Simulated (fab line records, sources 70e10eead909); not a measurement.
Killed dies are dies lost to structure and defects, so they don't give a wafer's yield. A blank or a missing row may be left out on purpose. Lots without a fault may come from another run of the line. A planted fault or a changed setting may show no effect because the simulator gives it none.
A struck lot beside a sound one | flow nand_harc | 26 steps out of a route of 1159
Sound: wafers L593.4, L593.5, L593.6. Struck: wafers L595.3, L595.6. (L595.4 of the same lot was not struck and is left out.) The cause comes at the end.
At each step with rows: each side's tool, then ch and its chambers, then its first start. Under that, the readings that differ: sound wafers | struck wafers | difference of the means | sigmas: that difference in standard deviations of wafers without a fault.
alike: readings whose means differ by less than 2 such deviations, and words and numbers that are the same on both sides. not compared: withheld readings, readings that some wafer has no value for, bounds like >300 that may hide the same value, and numbers for which the record gives no deviation and whose values overlap.
The two part at a step that has a row with sigmas, a row that says differs or no value, or rows on one side only. Numbers that don't overlap but have no deviation are shown without sigmas and don't part them. A reading that every wafer of one side lacks parts them only if that side has two wafers or more.

first, 6 steps without rows for these wafers: NHARC_A_SLIT_COAT_03 (resist thk 90 nm); NHARC_A_SLIT_SOFTBAKE_04 (time 55 s); NHARC_A_SLIT_EBR_05; NHARC_A_SLIT_EXPOSE_06 (exposes mask SLIT); NHARC_A_SLIT_PEB_07 (peb time 65 s); NHARC_A_SLIT_DEVELOP_08 (develop time 35 s).
NHARC_A_SLIT_CD_MEAS_09: target cd 300 nm.
  sound on cd_sem-03 ch 0, day 16 17:01; struck on cd_sem-03 ch 0, day 17 03:03
  alike: cd_nm
NHARC_A_SLIT_OVL_MEAS_10:
  sound on overlay-01, day 16 17:05; struck on overlay-02, day 17 03:08
  alike: overlay_x_nm, overlay_y_nm
NHARC_A_SLIT_INSPECT_11:
  sound on defect_inspect-01, day 16 17:08; struck on defect_inspect-01, day 17 03:10
  alike: raw_defect_count
NHARC_A_SLIT_DESCUM_14: chemistry O2, time 3 s.
  sound on rie_diel-05 ch 0,2,3, day 16 17:13; struck on rie_diel-03 ch 0,3, day 17 03:14
  alike: chamber_pressure_mTorr, drypump_motor_current_A, oes_product_au, rf_vpp_V, showerhead_plenum_p_Torr, throttle_valve_pct
  not compared: rf_hours_counter_h
NHARC_A_SLIT_ETCH_24: etches the open film in CF4/CHF3, target depth 121 nm, time 60.5 s.
  sound on rie_diel-05 ch 0,2,3, day 16 17:17; struck on rie_diel-03 ch 1,3, day 17 03:19
  alike: chamber_pressure_mTorr, drypump_motor_current_A, oes_product_au, rf_vpp_V, showerhead_plenum_p_Torr, throttle_valve_pct
  not compared: rf_hours_counter_h
then, 1 step without rows for these wafers: NHARC_A_SLIT_ETCH_15 (etches the open film in O2/COS, target depth 3200 nm, time 832 s).
NHARC_A_SLIT_ETCH_17: etches the open film in C4F8/O2/Ar, time 1687.5 s, target depth 10100 nm.
  sound on har_etch-01 ch 0,1, day 16 18:28; struck on har_etch-01 ch 1, day 17 04:38
  alike: chamber_pressure_mTorr, drypump_motor_current_A, showerhead_plenum_p_Torr, throttle_valve_pct
  not compared: rf_hours_counter_h
NHARC_A_SLIT_ETCH_26: etches the open film in C4F8/O2/Ar, time 90 s, target depth 400 nm.
  sound on har_etch-01 ch 0,1, day 16 19:31; struck on har_etch-01 ch 1, day 17 05:41
  alike: chamber_pressure_mTorr, drypump_motor_current_A, showerhead_plenum_p_Torr, throttle_valve_pct
  not compared: rf_hours_counter_h
then, 2 steps without rows for these wafers: NHARC_A_SLIT_STRIP_28 (strips in O2/COS); NHARC_A_SLIT_ETCH_29 (etches the open film in CF4/O2, target depth 100 nm, overetch 10 nm, time 55 s).
NHARC_A_SLIT_STRIP_18: strips in O2.
  sound on rie_diel-03 ch 0,1,3; struck on rie_diel-05 ch 0,2
  alike: chamber_pressure_mTorr, drypump_motor_current_A, oes_product_au, rf_vpp_V, showerhead_plenum_p_Torr, throttle_valve_pct
  not compared: rf_hours_counter_h
then, 2 steps without rows for these wafers: NHARC_A_SLIT_PRECLEAN_19 (cleans in SC1); NHARC_A_SLIT_SRD_20.
NHARC_A_SLIT_CD_MEAS_21:
  sound on cd_sem-01, day 16 20:37; struck on cd_sem-01, day 17 06:52
  alike: cd_nm
then, 3 steps without rows for these wafers: NHARC_A_SIN_REMOVE_WET_00 (chemistry H3PO4, time 15300 s); NHARC_A_SIN_REMOVE_PRECLEAN_01 (cleans in SC1); NHARC_A_SIN_REMOVE_SRD_02.
NHARC_A_SIN_REMOVE_INSPECT_04:
  sound on defect_inspect-02, day 17 04:20; struck on defect_inspect-02, day 17 12:46
  reading          | sound       | struck    | difference | sigmas
  raw_defect_count | 389 254 299 | 1155 1172 | +850       | +12
NHARC_A_WL_FILL_ALD_00: deposits Al2O3, target thk 3 nm, pulse time 3 s, ald cycles 30.
  sound on ald_hk-01 ch 0,1, day 17 04:34; struck on ald_hk-01 ch 0, day 17 12:52
  alike: heater_power_w, precursor_pulse_height_rel
-- the record jumps here: 5 days lie between the struck wafers' starts before and after (it left off in module A_WL_FILL and takes up again in module END, whose first step shown is number 1159 of the route) --
NHARC_END_SORT_01:
  the record has rows for the struck wafers here (prober-02 ch 0, day 22 14:41) and none for the sound ones

WHERE THEY PART
First at NHARC_A_SIN_REMOVE_INSPECT_04; last, within this record, at NHARC_END_SORT_01.

WHY: what the simulator had put in
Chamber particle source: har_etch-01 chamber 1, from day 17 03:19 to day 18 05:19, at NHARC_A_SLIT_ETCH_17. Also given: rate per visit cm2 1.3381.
